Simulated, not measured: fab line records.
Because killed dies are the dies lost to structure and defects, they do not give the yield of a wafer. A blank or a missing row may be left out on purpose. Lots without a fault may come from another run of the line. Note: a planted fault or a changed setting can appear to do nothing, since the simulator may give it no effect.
What tool caused it?	flow nand_harc	Sampling: 10 lots, 30 wafers, 5 of 1159 route steps

WHAT THE GAUGES SHOWED, per wafer
NHARC_END_SORT_01. Usual: killed_at_array 29, standard deviation 11; killed_at_other 0.7, standard deviation 1.1; killed_at_periphery 3.1, standard deviation 2; killed_dies 33, standard deviation 11; killed_open 3.5, standard deviation 1.8; killed_short 2.0, standard deviation 1.4.
lot	measured	on	killed_at_array	killed_at_other	killed_at_periphery	killed_dies	killed_open	killed_short	flag
L174	day 22 15:48	prober-02	28 34 59	0 0 1	2 1 0	30 35 60	3 3 2	3 5 4	

WHAT TOOL EACH LOT RAN ON (gives the tool, then ch and the chambers of the sampled wafers, and finally the start)
lot	NHARC_A_CHANNEL_HOLE_D1_ETCH_38	NHARC_A_CHANNEL_HOLE_D1_ETCH_39	NHARC_A_CHANNEL_HOLE_D1_ETCH_16	NHARC_A_CHANNEL_HOLE_D1_ETCH_20
L162	rie_diel-13 ch 1,2, day 8 22:18	rie_diel-13 ch 0,2,3, day 8 23:40 or earlier	rie_diel-13 ch 1,2,3, day 8 23:40 or earlier	har_etch-02 ch 0,1, day 8 23:40
L163	rie_diel-12 ch 0,1,3, day 8 22:40	rie_diel-12 ch 0,2,3, day 8 23:55 or earlier	rie_diel-12 ch 0,2,3, day 8 23:55 or earlier	har_etch-01 ch 1, day 8 23:55
L165	rie_diel-12 ch 2,3, day 9 05:00	rie_diel-12 ch 1,2,3, day 9 06:16 or earlier	rie_diel-12 ch 2,3, day 9 06:16 or earlier	har_etch-01 ch 0,1, day 9 06:16
L169	rie_diel-12 ch 0,1, day 10 05:01	rie_diel-12 ch 0,2, day 10 06:19 or earlier	rie_diel-12 ch 0,2, day 10 06:19 or earlier	har_etch-01 ch 0,1, day 10 06:19
L170	rie_diel-13 ch 0,2,3, day 10 09:20	rie_diel-13 ch 1,2, day 10 10:35 or earlier	rie_diel-13 ch 0,1,3, day 10 10:35 or earlier	har_etch-01 ch 0,1, day 10 10:35
L171	rie_diel-01 ch 1,2,3, day 10 20:25	rie_diel-01 ch 0,1,2, day 10 21:37 or earlier	rie_diel-01 ch 0,3, day 10 21:37 or earlier	har_etch-02 ch 0,1, day 10 21:37
L174	rie_diel-12 ch 0,1,3, day 11 07:11	rie_diel-12 ch 0,3, day 11 08:41 or earlier	rie_diel-12 ch 0,1,3, day 11 08:41 or earlier	har_etch-02 ch 0,1, day 11 08:41
L173	rie_diel-01 ch 1,2,3, day 11 17:30	rie_diel-01 ch 0,2,3, day 11 18:42 or earlier	rie_diel-01 ch 0,1,2, day 11 18:42 or earlier	har_etch-01 ch 0,1, day 11 18:42
L178	rie_diel-13 ch 1,2,3, day 12 09:58	rie_diel-13 ch 0,2,3, day 12 11:17 or earlier	rie_diel-13 ch 0,1,3, day 12 11:17 or earlier	har_etch-01 ch 0,1, day 12 11:17
L177	rie_diel-01 ch 1,3, day 12 11:23	rie_diel-01 ch 1,2,3, day 12 15:23 or earlier	rie_diel-01 ch 0,3, day 12 15:23 or earlier	har_etch-01 ch 0, day 12 15:23
- NHARC_A_CHANNEL_HOLE_D1_ETCH_38: etches the open film in CF4, target depth 39 nm, time 65 s.
- NHARC_A_CHANNEL_HOLE_D1_ETCH_39: etches the open film in N2/H2, target depth 260 nm, time 325 s.
- NHARC_A_CHANNEL_HOLE_D1_ETCH_16: etches the open film in O2/COS, target depth 3100 nm, time 806 s.
- NHARC_A_CHANNEL_HOLE_D1_ETCH_20: etches the open film in C4F8/O2/Ar, time 361.9 s, target depth 1600 nm.

WHAT THE TOOLS THEMSELVES READ (means of the sampled wafers that have a number; where no wafer has one, the mark that the record gives instead)
NHARC_A_CHANNEL_HOLE_D1_ETCH_38. Usual: drypump_motor_current_A 5.8 A, standard deviation 0.45; oes_product_au 0.999 a.u., standard deviation 0.0084; rf_fwd_power_W 297.0 W, standard deviation 1.1; rf_vpp_V 151.7 V, standard deviation 1.2; run_length_s 86.2 s, standard deviation 0.49; showerhead_plenum_p_Torr 1.79 Torr, standard deviation 0.07; throttle_valve_pct 13.283 %, standard deviation 0.0098.
lot	tool	drypump_motor_current_A (A)	oes_product_au (a.u.)	rf_fwd_power_W (W)	rf_vpp_V (V)	run_length_s (s)	showerhead_plenum_p_Torr (Torr)	throttle_valve_pct (%)	flag
L162	rie_diel-13	6.0	0.999	296.4	152.7	85.8	1.81	13.281	
L163	rie_diel-12	5.5	1.002	297.5	150.9	86.2	1.79	13.282	
L165	rie_diel-12	6.0	0.993	296.8	151.1	86.0	1.75	13.283	
L169	rie_diel-12	5.3	0.998	297.0	151.3	86.0	1.81	13.288	
L170	rie_diel-13	5.6	0.997	297.7	151.3	86.0	1.81	13.280	
L171	rie_diel-01	5.9	0.999	296.8	151.1	86.3	1.77	13.282	
L174	rie_diel-12	5.5	1.002	296.1	151.2	81.0	1.79	13.286	OFF
L173	rie_diel-01	5.9	1.000	297.2	151.5	86.4	1.77	13.297	
L178	rie_diel-13	6.0	1.001	297.0	151.7	86.0	1.82	13.290	
L177	rie_diel-01	5.9	0.988	296.5	151.0	86.9	1.70	13.287	

NHARC_A_CHANNEL_HOLE_D1_ETCH_39. Usual: drypump_motor_current_A 5.8 A, standard deviation 0.45; n2_flow_sccm 150.0 sccm, standard deviation 0.48; oes_product_au 1.000 a.u., standard deviation 0.009; rf_fwd_power_W 399.1 W, standard deviation 1.3; rf_vpp_V 431.4 V, standard deviation 2.6; run_length_s 346.2 s, standard deviation 0.49; showerhead_plenum_p_Torr 2.07 Torr, standard deviation 0.09; throttle_valve_pct 14.171 %, standard deviation 0.0092.
lot	tool	drypump_motor_current_A (A)	n2_flow_sccm (sccm)	oes_product_au (a.u.)	rf_fwd_power_W (W)	rf_vpp_V (V)	run_length_s (s)	showerhead_plenum_p_Torr (Torr)	throttle_valve_pct (%)	flag
L162	rie_diel-13	5.6	149.7	0.992	399.1	432.5	346.2	2.10	14.170	
L163	rie_diel-12	5.5	149.9	0.997	400.0	432.8	345.9	2.07	14.179	
L165	rie_diel-12	5.9	149.9	0.998	397.5	429.7	346.4	2.02	14.169	
L169	rie_diel-12	5.8	150.0	1.001	397.9	431.0	345.9	2.05	14.172	
L170	rie_diel-13	6.0	150.0	0.996	400.3	431.3	346.0	2.09	14.169	
L171	rie_diel-01	6.1	149.6	1.003	398.4	433.5	345.7	2.14	14.166	
L174	rie_diel-12	5.3	150.2	1.011	399.5	431.4	346.3	2.08	14.171	
L173	rie_diel-01	6.0	150.1	1.005	398.2	432.7	345.9	2.08	14.168	
L178	rie_diel-13	5.6	150.0	0.998	398.7	431.3	345.9	2.10	14.176	
L177	rie_diel-01	5.9	150.0	0.998	399.2	430.3	346.4	2.04	14.167	

NHARC_A_CHANNEL_HOLE_D1_ETCH_16. Usual: cos_flow_sccm 20.01 sccm, standard deviation 0.058; drypump_motor_current_A 5.8 A, standard deviation 0.48; oes_product_au 0.999 a.u., standard deviation 0.0092; rf_fwd_power_W 499.8 W, standard deviation 1.5; rf_vpp_V 314.9 V, standard deviation 2; run_length_s 827.2 s, standard deviation 0.46; showerhead_plenum_p_Torr 3.16 Torr, standard deviation 0.12; throttle_valve_pct 28.330 %, standard deviation 0.0085.
lot	tool	cos_flow_sccm (sccm)	drypump_motor_current_A (A)	oes_product_au (a.u.)	rf_fwd_power_W (W)	rf_vpp_V (V)	run_length_s (s)	showerhead_plenum_p_Torr (Torr)	throttle_valve_pct (%)	flag
L162	rie_diel-13	20.02	6.0	0.995	500.3	314.7	827.1	3.22	28.334	
L163	rie_diel-12	20.05	5.5	1.004	499.1	313.9	827.2	3.16	28.317	
L165	rie_diel-12	19.98	6.0	0.996	500.8	313.6	827.1	3.10	28.335	
L169	rie_diel-12	20.02	5.3	0.998	499.1	315.0	826.9	3.20	28.319	
L170	rie_diel-13	20.01	5.5	0.997	499.2	314.7	827.1	3.13	28.336	
L171	rie_diel-01	19.96	6.0	0.994	500.6	313.2	827.3	3.05	28.339	
L174	rie_diel-12	19.95	5.5	1.001	498.8	315.1	827.2	3.15	28.333	
L173	rie_diel-01	19.96	6.0	1.008	498.3	316.9	826.9	3.27	28.326	
L178	rie_diel-13	20.01	5.5	0.994	500.5	314.7	827.2	3.13	28.336	
L177	rie_diel-01	19.97	6.0	1.008	498.2	315.5	827.1	3.19	28.333	

NHARC_A_CHANNEL_HOLE_D1_ETCH_20. Usual: drypump_motor_current_A 5.6 A, standard deviation 0.54; showerhead_plenum_p_Torr 3.71 Torr, standard deviation 0.063; throttle_valve_pct 32.155 %, standard deviation 0.009.
lot	tool	drypump_motor_current_A (A)	showerhead_plenum_p_Torr (Torr)	throttle_valve_pct (%)	flag
L162	har_etch-02	5.5	3.71	32.153	
L163	har_etch-01	5.7	3.81	32.155	
L165	har_etch-01	5.5	3.77	32.149	
L169	har_etch-01	5.5	3.77	32.167	
L170	har_etch-01	5.5	3.76	32.160	
L171	har_etch-02	5.5	3.69	32.157	
L174	har_etch-02	5.9	3.66	32.154	
L173	har_etch-01	5.3	3.71	32.141	
L178	har_etch-01	5.4	3.70	32.154	
L177	har_etch-01	5.2	3.66	32.158	

THE ANSWER, worked out from the rows above alone
Rule: take the mean of a lot's wafers that have a number; if it is more than 3 standard deviations from the usual mean, the lot is off. Also off: a lot with no number at a reading for which 4 or more lots have one. Any other lot the step has rows for is counted as sound. First the gauges in route order, then the tools' own readings, where a lot's mean is used as printed above. At the first step where some lot is off, the reading lying furthest off is the one used; lots without a number count as furthest.
Off at NHARC_A_CHANNEL_HOLE_D1_ETCH_38 (run_length_s): L174.
If a tool, at that step or one of the process steps before it, ran each lot that is off and ran no sound lot following the first of them, it fits. One fits: rie_diel-12 at NHARC_A_CHANNEL_HOLE_D1_ETCH_38. Its last sound lot is L169 (day 10 05:01), its first lot that is off L174 (day 11 07:11): a fault that began between those two fits.
On the lots that are off, the tool's own readings at NHARC_A_CHANNEL_HOLE_D1_ETCH_38 differ by more than 5 times the standard deviation of the sound lots' means, which bears it out; run_length_s reads 81.0 s there versus 86.2 s on the sound lots.

WHAT WAS PUT IN BY THE SIMULATOR
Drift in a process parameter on rie_diel-12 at NHARC_A_CHANNEL_HOLE_D1_ETCH_38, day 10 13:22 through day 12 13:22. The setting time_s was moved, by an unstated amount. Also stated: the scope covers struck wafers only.
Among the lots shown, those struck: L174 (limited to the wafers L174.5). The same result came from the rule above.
